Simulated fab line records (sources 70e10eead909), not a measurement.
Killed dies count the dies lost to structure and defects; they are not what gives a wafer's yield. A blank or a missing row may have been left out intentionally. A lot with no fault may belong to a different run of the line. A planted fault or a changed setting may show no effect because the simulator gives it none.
Matching of chambers -- flow nand_harc -- ald_hk-03 running NHARC_A_CHANNEL_FILL_D1_ALD_25: 4 sister chambers
The step deposits SiOx, target thk 60 nm, pulse time 10 s, ald cycles 600. 4 wafers are shown with their chamber, then 7 later ones without.

## WAFERS WITH THEIR CHAMBER
wafer,chamber,heater_power_w (W)
L085.4,3,489
L086.1,1,439
L089.1,0,457
L089.2,2,496

## WAFERS WITHOUT THEIR CHAMBER
wafer,heater_power_w (W)
L089.5,464
L091.1,461
L091.3,476
L091.4,495
L094.3,461
L094.4,441
L094.6,434

## THE CHAMBER EACH PASSED THROUGH
wafer,from the rows above,in truth
L089.5,0,0
L091.1,0,0
L091.3,can't be placed: 3 or 0 or 2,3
L091.4,can't be placed: 2 or 3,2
L094.3,0,0
L094.4,1,1
L094.6,1,1
5 of 7 placed correctly. Cannot be placed on the basis of these rows: 2; the candidates contain the true chamber in 2. Placed wrongly: 0.
How it was worked out, from the rows above alone: a wafer's distance from a chamber is the root of the sum, over the readings, of the square of ((its reading less the chamber's mean) divided by the reading's scatter). If the next closest chamber is less than 2 further off than the closest, the wafer can't be placed; otherwise it belongs to the closest. A chamber's mean is the mean of its shown wafers. The scatter: with one shown wafer a chamber, the root of the mean of the squares of how far each hidden wafer lies from its nearest shown one.
